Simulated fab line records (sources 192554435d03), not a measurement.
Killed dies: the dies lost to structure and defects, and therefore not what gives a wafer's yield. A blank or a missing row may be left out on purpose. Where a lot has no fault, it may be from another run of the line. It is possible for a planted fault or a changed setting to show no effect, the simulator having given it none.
fab line records    flow n5Finfet
record lots=7  wafers=21  lastDay=17
route steps=1938 shown DUMMY_GATE@214 SPACER0@261 SD_EPI_N@272 BEOL_M4@1111 PASSIVATION@1936
lots with no fault: from the same line, run without faults
startH: the number of hours between the record's first day and the start of the first shown wafer of the lot    waitH: how many hours have passed since the lot's step before this one    " unchanged from the row above    L1.1+2: a single row standing in for several wafers    - no value, or no start was given    * or withheld: withheld    < > ~ a bound
route shown NAME@n: names a module that has steps shown in the file, with the first one's number in the route    usual: mean and standard deviation over wafers with no fault    same: alike in all rows    chamber/n: place in a boat    sites: the reading at each site    _std_site: standard deviation of those values    _edge_site: mean of outer sites minus mean of inner sites    radiusMm: for every site, how far away it sits from the centre of the wafer    mask NAME#n: copy n    behind: the tool/chamber that last shaped the wafer    hold: reason for holding the lot/hours on hold/outcome of the hold    device: the n, p or np transistor that did not switch    end of line: the route-end tests of the same wafers    where a step has no rows: the recipe by itself    killed: not the wafer's yield, but the dies lost to structure and defects at the first sort    map: a wafer's dies, x killed, . not, _ none there
set.NAME: setting as actually run; set.NAME@STEP: the setting as run at that earlier step    model.NAME: the simulator's own value behind a step, which no gauge read
steps of the route over a sample of lots; a table a step, a row a wafer
services: a tool's chamber out of use, with start hour (startH, from the record's first day; less than 0 if before it), hours out, and reason
## steps
# step N5_DUMMY_GATE_ALD_02
# recipe material=SiO2  targetThkA=20  tempC=300  aldPrecursorFamily=BDEAS  aldCoReactant=O2-plasma  pulseTimeS=1  pressureTorr=2
# usual heaterPowerW=454/37  precursorPulseHeightRel=1.000/0.019
lot.wafer  tool       chamber  startH  waitH  heaterPowerW  precursorPulseHeightRel
L213.1     aldSin-03  2        62.69   1.2    470           0.992
L213.2     "          3        "       "      468           0.986
L213.3     "          1        "       "      448           0.998
L219.1     aldSin-01  1        97.72   0.7    405           1.025
L219.2     "          3        "       "      399           1.007
L219.5     "          0        "       "      452           0.980
L220.3     aldSin-03  0        111.60  0.5    421           0.994
L220.4     "          3        "       "      457           1.026
L220.5     "          1        "       "      456           1.005
L227.2     aldSin-04  3        145.34  0.8    528           0.974
L227.4     "          0        "       "      434           1.018
L227.5     "          1        "       "      454           1.025
L228.2     aldSin-04  1        154.34  0.2    447           1.009
L228.3     "          3        "       "      535           0.996
L228.5     "          2        "       "      517           1.005
L230.1     aldSin-03  2        162.89  0.2    451           1.003
L230.3     "          1        "       "      441           0.973
L230.6     "          1        "       "      456           0.994
L232.1     aldSin-04  2        175.35  0.2    497           1.007
L232.2     "          0        "       "      446           0.994
L232.3     "          3        "       "      527           1.045
# step N5_DUMMY_GATE_ETCH_36
# recipe chemistry=CF4  target=SiARC  targetDepthA=130  pressureMtorr=40  sourceW=545  biasW=36  Ar_flow_sccm=100  cf4FlowSccm=100  ionEnergyEv=80
# usual drypumpMotorCurrentA=5.8/0.35  oesProductAu=0.80/0.073  rfVppV=183.9/1.3  showerheadPlenumPTorr=2.13/0.089  throttleValvePct=15.57/0.24
lot.wafer  tool        chamber  startH  waitH  drypumpMotorCurrentA  oesProductAu  rfHoursCounterH  rfVppV  showerheadPlenumPTorr  throttleValvePct
L213.1     rieDiel-06  0        71.44   0.0    6.3                   0.94          12               185.5   2.17                   15.40
L213.2     "           1        "       "      5.7                   0.73          181              181.7   2.05                   15.86
L213.3     "           3        "       "      6.4                   0.71          240              183.3   2.11                   15.41
L219.1     rieDiel-06  0        106.68  0.0    6.3                   0.90          24               185.1   2.16                   15.44
L219.2     "           3        "       "      6.4                   0.71          252              183.9   2.10                   15.44
L219.5     "           0        "       "      6.3                   0.90          -                183.7   2.16                   15.43
L220.3     rieDiel-02  1        120.22  0.0    6.0                   0.73          179              184.0   2.04                   15.60
L220.4     "           3        "       "      6.2                   0.87          57               183.8   2.10                   15.39
L220.5     "           1        "       "      6.0                   0.73          -                184.2   2.04                   15.61
L227.2     rieDiel-02  3        154.07  0.0    6.2                   0.85          67               183.1   2.10                   15.41
L227.4     "           1        "       "      6.0                   0.73          190              182.4   2.04                   15.63
L227.5     "           1        "       "      6.0                   0.72          -                183.2   2.04                   15.63
L228.2     rieDiel-06  1        163.09  0.0    5.8                   0.72          211              182.3   2.04                   15.92
L228.3     "           2        "       "      5.6                   0.76          146              184.2   2.25                   15.49
L228.5     "           3        "       "      6.5                   0.98          -                182.9   2.10                   14.98
L230.1     rieDiel-02  0        173.35  0.0    5.2                   0.76          151              184.6   2.14                   15.62
L230.3     "           3        "       "      6.2                   0.86          73               184.0   2.09                   15.42
L230.6     "           1        "       "      6.0                   0.72          -                183.4   2.04                   15.63
L232.1     rieDiel-02  3        183.98  0.0    6.2                   0.84          77               183.1   2.09                   15.41
L232.2     "           1        "       "      6.0                   0.72          199              181.4   2.03                   15.63
L232.3     "           0        "       "      5.2                   0.76          156              184.3   2.14                   15.66
# step N5_DUMMY_GATE_ETCH_31
# recipe chemistry=C4F6/O2  target=SiO2  maskMaterial=SOC  targetDepthA=825  timeS=27.5  ionEnergyEv=250  pressureMtorr=30  sourceW=345  biasW=185  Ar_flow_sccm=300  C4F6_flow_sccm=10  O2_flow_sccm=10
# usual C4F6_flow_sccm=10.002/0.027  drypumpMotorCurrentA=5.8/0.35  oesProductAu=0.81/0.081  rfVppV=661/18  showerheadPlenumPTorr=2.82/0.12  throttleValvePct=21.1/0.34
lot.wafer  tool        chamber  startH  waitH  C4F6_flow_sccm  drypumpMotorCurrentA  oesProductAu  rfHoursCounterH  rfVppV  showerheadPlenumPTorr  throttleValvePct
L213.1     rieDiel-06  1        71.76   0.0    9.958           5.7                   0.74          181              664     2.73                   21.4
L213.2     "           0        "       "      10.022          6.3                   0.95          12               649     2.88                   21.0
L213.3     "           2        "       "      9.968           5.6                   0.78          118              662     3.00                   21.0
L219.1     rieDiel-05  3        107.00  0.0    9.984           5.9                   0.78          129              703     2.99                   21.6
L219.2     "           1        "       "      9.995           5.4                   0.73          184              649     2.73                   21.7
L219.5     "           2        "       "      10.016          6.0                   0.78          -                651     2.64                   20.8
L220.3     rieDiel-05  3        120.54  0.0    10.018          6.0                   0.78          133              703     2.99                   21.6
L220.4     "           0        "       "      10.002          5.5                   0.93          40               663     2.80                   20.8
L220.5     "           1        "       "      10.017          5.4                   0.73          -                648     2.73                   21.7
L227.2     rieDiel-05  0        154.39  0.0    9.941           5.4                   0.90          50               663     2.79                   20.8
L227.4     "           1        "       "      10.022          5.5                   0.73          197              647     2.72                   21.7
L227.5     "           0        "       "      9.982           5.5                   0.89          -                662     2.79                   20.8
L228.2     rieDiel-05  3        163.40  0.0    9.984           6.0                   0.76          146              702     2.99                   21.6
L228.3     "           0        "       "      10.010          5.5                   0.90          53               664     2.79                   20.8
L228.5     "           2        "       "      10.019          6.0                   0.76          -                650     2.63                   20.8
L230.1     rieDiel-06  1        173.77  0.1    9.980           5.8                   0.71          213              662     2.71                   21.5
L230.3     "           3        "       "      10.002          6.5                   0.96          9                648     2.80                   20.6
L230.6     "           2        "       "      10.003          5.6                   0.76          -                661     2.98                   21.0
L232.1     rieDiel-06  2        184.29  0.0    10.034          5.6                   0.74          151              662     2.98                   21.0
L232.2     "           0        "       "      10.025          6.3                   0.87          48               649     2.87                   21.0
L232.3     "           3        "       "      9.998           6.4                   0.94          12               649     2.80                   20.6
# step N5_DUMMY_GATE_STRIP_48
# recipe chemistry=N2/H2  timeS=20  powerW=100  tempC=40  pressureMtorr=100  rfFrequencyHz=6e+07  biasPowerW=3  n2FlowSccm=300  h2FlowSccm=300
# usual drypumpMotorCurrentA=5.8/0.34  h2FlowSccm=300.0/0.86  oesProductAu=0.81/0.076  rfVppV=45.4/0.92  showerheadPlenumPTorr=3.34/0.15  throttleValvePct=12.15/0.28
lot.wafer  tool        chamber  startH  waitH  drypumpMotorCurrentA  h2FlowSccm  oesProductAu  rfHoursCounterH  rfVppV  showerheadPlenumPTorr  throttleValvePct
L213.1     rieDiel-05  3        72.30   0.0    6.0                   299.5       0.81          118              46.1    3.53                   12.41
L213.2     "           2        "       "      6.0                   301.5       0.79          103              45.4    3.15                   11.97
L213.3     "           0        "       "      5.5                   299.6       0.93          27               44.7    3.30                   11.64
L219.1     rieDiel-06  3        107.55  0.0    6.5                   300.9       0.68          252              45.9    3.33                   12.23
L219.2     "           1        "       "      5.7                   301.8       0.75          193              45.2    3.22                   12.42
L219.5     "           3        "       "      6.5                   300.8       0.68          -                45.7    3.33                   12.21
L220.3     rieDiel-06  2        121.08  0.0    5.6                   301.6       0.78          132              46.0    3.54                   12.22
L220.4     "           0        "       "      6.3                   301.3       0.92          -                46.0    3.43                   12.07
L220.5     "           2        "       "      5.6                   299.1       0.78          -                46.2    3.54                   12.22
L227.2     rieDiel-06  0        154.93  0.0    6.3                   300.2       0.88          40               46.7    3.43                   12.09
L227.4     "           1        "       "      5.7                   299.9       0.73          209              42.5    3.21                   12.48
L227.5     "           0        "       "      6.3                   300.8       0.88          -                46.1    3.43                   12.08
L228.2     rieDiel-05  3        163.94  0.0    5.9                   298.7       0.78          146              46.4    3.52                   12.50
L228.3     "           2        "       "      6.0                   299.0       0.76          131              44.6    3.13                   12.08
L228.5     "           1        "       "      5.5                   298.3       0.73          -                43.7    3.21                   12.63
L230.1     rieDiel-06  0        174.32  0.0    6.3                   299.0       0.88          44               45.4    3.43                   12.10
L230.3     "           1        "       "      5.8                   300.2       0.73          213              45.3    3.21                   12.49
L230.6     "           1        "       "      5.8                   300.2       0.72          -                44.7    3.21                   12.48
L232.1     rieDiel-02  2        184.84  0.0    5.7                   299.1       0.85          65               45.5    3.58                   12.25
L232.2     "           3        "       "      6.2                   300.1       0.84          77               45.8    3.26                   11.91
L232.3     "           0        "       "      5.2                   300.4       0.74          156              45.5    3.35                   12.09
# step N5_DUMMY_GATE_INSPECT_27
# recipe inspectInstrument=brightfield  mode=aei
# usual rawDefectCount=313/77
lot.wafer  tool              chamber  startH  waitH  rawDefectCount
L213.1     defectInspect-01  -        72.49   0.0    244
L213.2     "                 -        "       "      365
L213.3     "                 -        "       "      429
L219.1     defectInspect-01  -        107.73  0.0    334
L219.2     "                 -        "       "      273
L219.5     "                 -        "       "      286
L220.3     defectInspect-02  -        121.27  0.0    321
L220.4     "                 -        "       "      445
L220.5     "                 -        "       "      438
L227.2     defectInspect-02  -        155.12  0.0    1044
L227.4     "                 -        "       "      1198
L227.5     "                 -        "       "      1320
L228.2     defectInspect-01  -        164.13  0.0    1182
L228.3     "                 -        "       "      1244
L228.5     "                 -        "       "      1117
L230.1     defectInspect-02  -        174.50  0.0    346
L230.3     "                 -        "       "      285
L230.6     "                 -        "       "      278
L232.1     defectInspect-02  -        185.02  0.0    333
L232.2     "                 -        "       "      233
L232.3     "                 -        "       "      252
# step N5_SPACER0_INSPECT_04
# recipe inspectInstrument=darkfield  mode=postDep
# usual rawDefectCount=140/34
lot.wafer  tool              chamber  startH  waitH  rawDefectCount
L213.1     defectInspect-01  -        74.40   0.1    112
L213.2     "                 -        "       "      186
L213.3     "                 -        "       "      194
L219.1     defectInspect-01  -        108.52  0.1    129
L219.2     "                 -        "       "      108
L219.5     "                 -        "       "      108
L220.3     defectInspect-01  -        121.91  0.1    193
L220.4     "                 -        "       "      175
L220.5     "                 -        "       "      195
L227.2     defectInspect-01  -        155.72  0.1    928
L227.4     "                 -        "       "      991
L227.5     "                 -        "       "      1052
L228.2     defectInspect-01  -        164.74  0.1    1025
L228.3     "                 -        "       "      1036
L228.5     "                 -        "       "      997
L230.1     defectInspect-02  -        175.79  0.1    108
L230.3     "                 -        "       "      135
L230.6     "                 -        "       "      101
L232.1     defectInspect-02  -        186.52  0.1    176
L232.2     "                 -        "       "      144
L232.3     "                 -        "       "      94
# step N5_SD_EPI_N_INSPECT_11
# recipe mode=adi  inspectInstrument=macro
# usual rawDefectCount=2.1/1.4
lot.wafer  tool              chamber  startH  waitH  rawDefectCount
L213.1     defectInspect-02  -        74.85   0.0    1
L213.2     "                 -        "       "      3
L213.3     "                 -        "       "      3
L219.1     defectInspect-02  -        108.97  0.0    4
L219.2     "                 -        "       "      4
L219.5     "                 -        "       "      1
L220.3     defectInspect-01  -        122.37  0.0    1
L220.4     "                 -        "       "      0
L220.5     "                 -        "       "      3
L227.2     defectInspect-02  -        156.05  0.0    >300
L227.4     "                 -        "       "      >300
L227.5     "                 -        "       "      >300
L228.2     defectInspect-02  -        165.09  0.0    >300
L228.3     "                 -        "       "      >300
L228.5     "                 -        "       "      >300
L230.1     defectInspect-02  -        176.25  0.0    2
L230.3     "                 -        "       "      2
L230.6     "                 -        "       "      2
L232.1     defectInspect-02  -        186.85  0.0    7
L232.2     "                 -        "       "      2
L232.3     "                 -        "       "      2
# step N5_SD_EPI_N_INSPECT_26
# recipe inspectInstrument=darkfield  mode=postEpi
# usual rawDefectCount=213/42
lot.wafer  tool              chamber  startH  waitH  rawDefectCount
L213.1     defectInspect-01  -        79.22   0.1    163
L213.2     "                 -        "       "      308
L213.3     "                 -        "       "      349
L219.1     defectInspect-02  -        112.97  0.1    259
L219.2     "                 -        "       "      181
L219.5     "                 -        "       "      205
L220.3     defectInspect-01  -        126.50  0.1    231
L220.4     "                 -        "       "      257
L220.5     "                 -        "       "      251
L227.2     defectInspect-01  -        160.12  0.1    1013
L227.4     "                 -        "       "      1048
L227.5     "                 -        "       "      1119
L228.2     defectInspect-01  -        169.16  0.1    1075
L228.3     "                 -        "       "      1121
L228.5     "                 -        "       "      1056
L230.1     defectInspect-01  -        180.67  0.1    162
L230.3     "                 -        "       "      158
L230.6     "                 -        "       "      163
L232.1     defectInspect-01  -        191.46  0.1    221
L232.2     "                 -        "       "      179
L232.3     "                 -        "       "      124
# step N5_BEOL_M4_RC_MEAS_101
# usual DIBL_N=36.2/2  DIBL_P=36.1/2.4  IOFF_N=0.16/0.035  IOFF_P=0.22/0.041  ION_N=675/14  ION_P=465/8.6  SS_N=71.5/0.64  SS_P=73.2/0.76  VT_N=250/3.9  VT_P=-249/3.4
lot.wafer  tool       chamber  startH  waitH  DIBL_N[mV/V]  DIBL_P[mV/V]  IOFF_N[nA/um]  IOFF_P[nA/um]  ION_N[uA/um]  ION_P[uA/um]  SS_N[mV/dec]  SS_P[mV/dec]  VT_N[mV]  VT_P[mV]
L213.1     prober-02  0        199.14  0.0    32.9          33.1          0.10           0.15           650           449           71.1          71.9          256       -252
L213.2     "          0        "       "      34.0          35.1          0.12           0.18           658           463           71.1          72.5          254       -250
L213.3     "          0        "       "      33.6          35.0          0.10           0.17           643           454           70.4          73.3          257       -252
L219.1     prober-02  0        226.98  0.0    36.6          35.6          0.15           0.20           679           463           71.3          73.9          250       -251
L219.2     "          0        "       "      39.9          38.2          0.20           0.24           688           464           72.2          74.2          248       -248
L219.5     "          0        "       "      39.2          39.2          0.21           0.23           693           468           72.0          74.3          246       -249
L220.3     prober-01  0        245.55  0.3    38.2          39.7          0.21           0.33           696           486           71.9          73.6          245       -240
L220.4     "          0        "       "      35.1          34.7          0.14           0.23           664           467           71.1          73.7          249       -247
L220.5     "          0        "       "      32.3          31.9          0.10           0.18           664           468           70.6          70.9          255       -249
L227.2     prober-01  0        272.26  0.2    37.2          38.9          0.16           0.20           670           458           71.8          73.8          249       -255
L227.4     "          0        "       "      36.1          38.3          0.16           0.20           680           470           71.5          73.7          249       -251
L227.5     "          0        "       "      37.1          38.6          0.17           0.21           685           465           72.0          73.9          251       -250
L228.2     prober-02  0        293.23  0.2    34.1          34.6          0.12           0.19           664           465           71.1          73.1          257       -251
L228.3     "          0        "       "      36.5          36.2          0.16           0.19           652           443           72.1          74.3          251       -254
L228.5     "          0        "       "      36.6          36.6          0.16           0.20           676           464           71.7          73.3          251       -253
L230.1     prober-02  0        295.93  0.0    35.1          34.5          0.12           0.15           673           450           70.5          73.3          255       -255
L230.3     "          0        "       "      39.0          38.9          0.17           0.20           664           453           72.7          74.4          254       -252
L230.6     "          0        "       "      39.5          40.1          0.18           0.21           679           456           72.6          73.8          256       -253
L232.1     prober-01  0        314.81  0.0    36.4          36.3          0.15           0.18           654           446           71.6          73.3          257       -255
L232.2     "          0        "       "      36.0          36.5          0.14           0.18           671           454           71.5          73.3          254       -254
L232.3     "          0        "       "      33.9          33.8          0.12           0.16           669           458           70.8          71.7          254       -256
# step N5_PASSIVATION_PROBE_49
# usual defectLimitedYield=91.1/1.4  killed_at_M0_to_M3=36/9.9  killed_at_M4_up=13/5.8  killedAtContacts=14/5.9  killedAtFrontEnd=39/11  killedAtOther=3.4/2.9  killedDies=105/17  killedOnRim=15/3.9  killedOpen=70/13  killedShort=34/7.3  sort_bin_4_leakage=0.00/0.0072  sort_bin_5_function=5.3/1  sort_bin_6_memory=3.3/0.62  sort_bin_8_speed=0.01/0.057  sortNPass=1075/17
# same grossDies=1180  killedAtBackSide=0
lot.wafer  tool       chamber  startH  waitH  defectLimitedYield[%]  killed_at_M0_to_M3  killed_at_M4_up  killedAtContacts  killedAtFrontEnd  killedAtOther  killedDies  killedOnRim  killedOpen  killedShort  sort_bin_4_leakage[%]  sort_bin_5_function[%]  sort_bin_6_memory[%]  sort_bin_8_speed[%]  sortNPass
L213.1     prober-02  -        306.75  0.0    91.9                   39                  3                8                 43                2              95          17           64          31           0                      4.8                     3.1                   0                    1085
L213.2     prober-02  -        306.80  0.1    87.9                   43                  10               25                58                7              143         15           103         39           0                      7.5                     4.2                   0                    1037
L213.3     prober-02  -        306.85  0.1    90.7                   39                  9                17                36                9              110         13           65          39           0                      5.3                     3.6                   0.34                 1068
L219.1     prober-02  -        333.56  0.4    93.0                   31                  14               7                 28                3              83          12           57          23           0                      4.6                     2.2                   0                    1097
L219.2     prober-02  -        333.61  0.4    92.8                   28                  17               15                22                3              85          8            55          30           0                      4.2                     2.7                   0                    1095
L219.5     prober-02  -        333.76  0.6    91.5                   24                  25               14                37                0              100         13           74          25           0                      5.0                     3.1                   0                    1080
L220.3     prober-01  -        353.81  0.1    92.0                   41                  6                18                23                6              94          18           65          27           0.08                   4.7                     2.9                   0                    1085
L220.4     prober-01  -        353.86  0.2    92.2                   29                  13               5                 38                7              92          18           65          22           0                      4.3                     3.1                   0                    1088
L220.5     prober-01  -        353.91  0.2    89.4                   26                  19               15                57                8              125         18           84          40           0                      6.9                     3.3                   0                    1055
L227.2     prober-01  -        390.70  0.1    79.3                   39                  14               16                170               5              244         40           78          49           0                      12.1                    4.3                   0                    936
L227.4     prober-01  -        390.80  0.2    78.4                   27                  8                19                198               3              255         14           80          43           0                      14.6                    3.9                   0                    925
L227.5     prober-01  -        390.85  0.2    80.6                   35                  6                5                 182               1              229         33           60          39           0                      11.4                    4.6                   0                    951
L228.2     prober-01  -        399.43  0.1    78.2                   42                  13               7                 193               2              257         17           68          41           0                      13.1                    5.3                   0                    923
L228.3     prober-01  -        399.48  0.1    80.6                   40                  20               11                158               0              229         32           81          35           0                      10.9                    4.7                   0                    951
L228.5     prober-01  -        399.58  0.2    75.6                   41                  32               13                197               5              288         34           92          42           0                      15.3                    4.6                   0                    892
L230.1     prober-01  -        400.45  0.0    91.9                   34                  11               15                36                0              96          23           65          28           0                      4.7                     2.9                   0                    1084
L230.3     prober-01  -        400.55  0.1    91.4                   37                  16               21                25                2              101         15           66          34           0                      4.8                     3.5                   0                    1079
L230.6     prober-01  -        400.70  0.3    91.1                   45                  15               17                26                2              105         11           68          36           0                      5.4                     3.2                   0                    1075
L232.1     prober-02  -        414.09  0.0    91.4                   34                  8                14                39                7              102         18           57          45           0                      4.3                     3.7                   0                    1078
L232.2     prober-02  -        414.14  0.1    91.8                   34                  10               9                 41                3              97          15           64          33           0                      4.7                     3.5                   0                    1083
L232.3     prober-02  -        414.19  0.1    91.8                   32                  5                10                41                9              97          13           56          39           0                      5.5                     2.4                   0                    1083
# killed by level:class
L213.1 BEOL_M0_SAQP:geometricParticle:open=16 FIN_SAQP:geometricParticle:short=15 FIN_SAQP:geometricParticle:open=13 BEOL_M2:geometricParticle:open=9 BEOL_M1:geometricParticle:open=7 MOL_CONTACT_COAG:geometricParticle:open=6 BEOL_M0_SAQP:geometricParticle:short=4 STARTING-WAFER:geometricParticle:open=4
L213.2 FIN_SAQP:geometricParticle:open=37 MOL_CONTACT_COAG:geometricParticle:open=20 FIN_SAQP:geometricParticle:short=11 BEOL_M3:geometricParticle:open=9 BEOL_M0_SAQP:geometricParticle:short=9 BEOL_M0_SAQP:geometricParticle:open=9 BEOL_M2:geometricParticle:open=9 MOL_CONTACT_COAG:geometricParticle:short=5
L213.3 FIN_SAQP:geometricParticle:open=19 MOL_CONTACT_COAG:geometricParticle:open=14 BEOL_M0_SAQP:geometricParticle:short=13 FIN_SAQP:geometricParticle:short=7 BEOL_M0_SAQP:geometricParticle:open=6 BEOL_M1:geometricParticle:open=5 BEOL_M2:geometricParticle:open=5 STI_FIN_REVEAL:geometricParticle:open=3
L219.1 BEOL_M3:geometricParticle:open=12 BEOL_M4:geometricParticle:open=8 BEOL_M2:geometricParticle:open=8 STI_FIN_REVEAL:geometricParticle:open=7 MOL_CONTACT_COAG:geometricParticle:open=4 BEOL_M0_SAQP:geometricParticle:open=4 GATE_CUT:geometricParticle:short=3 MOL_CONTACT_COAG:geometricParticle:short=3
L219.2 MOL_CONTACT_COAG:geometricParticle:open=13 BEOL_M0_SAQP:geometricParticle:short=11 BEOL_M4:geometricParticle:open=11 BEOL_M0_SAQP:geometricParticle:open=8 GATE_CUT:geometricParticle:short=4 FIN_SAQP:geometricParticle:short=3 GATE_CUT:geometricParticle:open=3 BEOL_M3:geometricParticle:open=3
L219.5 BEOL_M4:geometricParticle:open=12 MOL_CONTACT_COAG:geometricParticle:open=11 BEOL_M2:geometricParticle:open=9 STI_FIN_REVEAL:geometricParticle:open=7 DUMMY_GATE:geometricParticle:open=7 FIN_SAQP:geometricParticle:short=5 BEOL_M1:geometricParticle:open=5 FIN_SAQP:geometricParticle:open=4
L220.3 MOL_CONTACT_COAG:geometricParticle:open=14 BEOL_M2:geometricParticle:open=11 BEOL_M0_SAQP:geometricParticle:open=8 BEOL_M3:geometricParticle:open=7 FIN_SAQP:geometricParticle:open=4 MOL_CONTACT_COAG:geometricParticle:short=4 MIM_TOP_ETCH:geometricParticle:short=4 DUMMY_GATE:geometricParticle:open=3
L220.4 STI_FIN_REVEAL:geometricParticle:open=10 BEOL_M0_SAQP:geometricParticle:open=9 BEOL_M4:geometricParticle:open=7 MOL_CONTACT_COAG:geometricParticle:open=5 BEOL_M0_SAQP:geometricParticle:short=5 FIN_SAQP:geometricParticle:short=4 BEOL_M3:geometricParticle:open=4 FIN_SAQP:geometricParticle:open=3
L220.5 FIN_SAQP:geometricParticle:open=19 MOL_CONTACT_COAG:geometricParticle:open=11 BEOL_M5:geometricParticle:open=9 STI_FIN_REVEAL:geometricParticle:open=6 GATE_CUT:geometricParticle:short=6 BEOL_M2:geometricParticle:open=6 FIN_SAQP:geometricParticle:short=5 GATE_CUT:geometricParticle:open=5
L227.2 DUMMY_GATE:unspecified=112 FIN_SAQP:geometricParticle:short=13 MOL_CONTACT_COAG:geometricParticle:open=13 BEOL_M0_SAQP:geometricParticle:short=11 BEOL_M0_SAQP:geometricParticle:open=10 GATE_CUT:geometricParticle:short=8 FIN_SAQP:geometricParticle:open=6 DUMMY_GATE:geometricParticle:open=6
L227.4 DUMMY_GATE:unspecified=132 MOL_CONTACT_COAG:geometricParticle:open=17 STI_FIN_REVEAL:geometricParticle:open=14 FIN_SAQP:geometricParticle:short=13 FIN_SAQP:geometricParticle:open=10 DUMMY_GATE:geometricParticle:open=7 BEOL_M0_SAQP:geometricParticle:open=7 GATE_CUT:geometricParticle:open=5
L227.5 DUMMY_GATE:unspecified=127 FIN_SAQP:geometricParticle:short=18 STI_FIN_REVEAL:geometricParticle:open=11 BEOL_M0_SAQP:geometricParticle:open=9 BEOL_M1:geometricParticle:open=8 GATE_CUT:geometricParticle:short=6 MOL_CONTACT_COAG:geometricParticle:open=5 BEOL_M3:geometricParticle:open=5
L228.2 DUMMY_GATE:unspecified=146 FIN_SAQP:geometricParticle:short=16 FIN_SAQP:geometricParticle:open=10 BEOL_M3:geometricParticle:open=10 STI_FIN_REVEAL:geometricParticle:open=8 BEOL_M2:geometricParticle:open=8 BEOL_M0_SAQP:geometricParticle:open=8 MOL_CONTACT_COAG:geometricParticle:open=6
L228.3 DUMMY_GATE:unspecified=110 FIN_SAQP:geometricParticle:open=14 BEOL_M3:geometricParticle:open=11 BEOL_M2:geometricParticle:open=11 BEOL_M4:geometricParticle:open=11 STI_FIN_REVEAL:geometricParticle:open=7 MOL_CONTACT_COAG:geometricParticle:open=7 FIN_SAQP:geometricParticle:short=6
L228.5 DUMMY_GATE:unspecified=141 BEOL_M4:geometricParticle:open=21 FIN_SAQP:geometricParticle:open=12 BEOL_M2:geometricParticle:open=12 BEOL_M3:geometricParticle:open=11 HKMG_FIN:areaEtch=10 FIN_SAQP:geometricParticle:short=8 MOL_CONTACT_COAG:geometricParticle:open=8
L230.1 MOL_CONTACT_COAG:geometricParticle:open=11 STI_FIN_REVEAL:geometricParticle:open=9 BEOL_M0_SAQP:geometricParticle:short=8 FIN_SAQP:geometricParticle:open=7 GATE_CUT:geometricParticle:open=7 BEOL_M3:geometricParticle:open=7 BEOL_M2:geometricParticle:open=6 FIN_SAQP:geometricParticle:short=4
L230.3 MOL_CONTACT_COAG:geometricParticle:open=14 BEOL_M0_SAQP:geometricParticle:short=13 STI_FIN_REVEAL:geometricParticle:open=7 MOL_CONTACT_COAG:geometricParticle:short=7 BEOL_M2:geometricParticle:open=7 BEOL_M4:geometricParticle:open=7 FIN_SAQP:geometricParticle:open=5 BEOL_M3:geometricParticle:open=5
L230.6 MOL_CONTACT_COAG:geometricParticle:open=15 BEOL_M0_SAQP:geometricParticle:short=12 BEOL_M1:geometricParticle:open=10 BEOL_M0_SAQP:geometricParticle:open=7 FIN_SAQP:geometricParticle:short=6 FIN_SAQP:geometricParticle:open=5 BEOL_M3:geometricParticle:open=5 BEOL_M4:geometricParticle:open=4
L232.1 STI_FIN_REVEAL:geometricParticle:open=12 MOL_CONTACT_COAG:geometricParticle:open=12 FIN_SAQP:geometricParticle:short=11 BEOL_M0_SAQP:geometricParticle:short=11 BEOL_M0_SAQP:geometricParticle:open=9 BEOL_M0:geometricParticle:open=7 FIN_SAQP:geometricParticle:open=5 GATE_CUT:geometricParticle:short=4
L232.2 STI_FIN_REVEAL:geometricParticle:open=11 FIN_SAQP:geometricParticle:short=10 BEOL_M0_SAQP:geometricParticle:open=10 MOL_CONTACT_COAG:geometricParticle:open=8 BEOL_M0_SAQP:geometricParticle:short=8 FIN_SAQP:geometricParticle:open=5 BEOL_M0:geometricParticle:open=5 BEOL_M3:geometricParticle:open=4
L232.3 FIN_SAQP:geometricParticle:open=12 FIN_SAQP:geometricParticle:short=10 MOL_CONTACT_COAG:geometricParticle:open=10 BEOL_M0_SAQP:geometricParticle:short=10 BEOL_M0_SAQP:geometricParticle:open=7 BEOL_M1:geometricParticle:open=6 GATE_CUT:geometricParticle:short=5 STI_FIN_REVEAL:geometricParticle:open=4
## services
tool        chamber  startH  hours  kind
rieDiel-05  1        39.67   8.3    repair
aldSin-01   -        45.06   2.3    repair
aldSin-03   1        51.05   2.6    repair
aldSin-03   0        56.32   12.8   repair
aldSin-04   2        62.30   2.0    repair
rieDiel-06  2        78.18   2.0    repair
aldSin-03   -        86.24   14.0   pm
aldSin-03   0        86.24   14.0   ventCycle
aldSin-03   1        86.24   14.0   ventCycle
aldSin-03   2        86.24   14.0   ventCycle
aldSin-03   3        86.24   14.0   ventCycle
rieDiel-02  3        92.77   4.0    repair
aldSin-03   0        100.24  -      clean
aldSin-03   1        100.24  -      clean
aldSin-03   2        100.24  -      clean
aldSin-03   3        100.24  -      clean
rieDiel-06  3        114.49  7.7    repair
rieDiel-06  3        122.23  -      clean
rieDiel-06  3        122.23  -      consumableReplace:focusRing
rieDiel-06  3        122.23  20.7   scheduledDown
rieDiel-06  3        122.23  20.7   ventCycle
rieDiel-05  1        130.42  3.7    repair
aldSin-01   3        182.61  7.9    repair
## key
firstSign step=N5_DUMMY_GATE_INSPECT_27  reading=rawDefectCount  direction=up  sigmas=11  usual=313  struck=1184
effect step=N5_SPACER0_INSPECT_04  reading=rawDefectCount  direction=up  sigmas=25  usual=140  struck=1005
effect step=N5_SD_EPI_N_INSPECT_11  reading=rawDefectCount  direction=up  sigmas=99+  usual=2.1  struck=>300
effect step=N5_SD_EPI_N_INSPECT_26  reading=rawDefectCount  direction=up  sigmas=20  usual=213  struck=1072
effect step=N5_PASSIVATION_PROBE_49  reading=killedAtFrontEnd  direction=up  sigmas=14  usual=39  struck=183
moreKillsBornAt N5_DUMMY_GATE_ETCH_31@rieDiel-05=768
metAt N5_DUMMY_GATE_ETCH_31
struckLots L227,L228
baselineLoss step=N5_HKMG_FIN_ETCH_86  wafers=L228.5
notActingAt N5_DUMMY_GATE_ALD_02,N5_DUMMY_GATE_ETCH_36,N5_DUMMY_GATE_STRIP_48
onsetBetween 120.54 154.39
fault kind=chamberParticleSource  tool=rieDiel-05  chamber=-  onsetH=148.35  steps=N5_DUMMY_GATE_ETCH_31  ratePerVisitCm2=1.3482  endH=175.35
# baselineLoss: these wafers lose ten dies or more at that step, a loss of the line's own and not of a fault; the sort's usual values leave them out
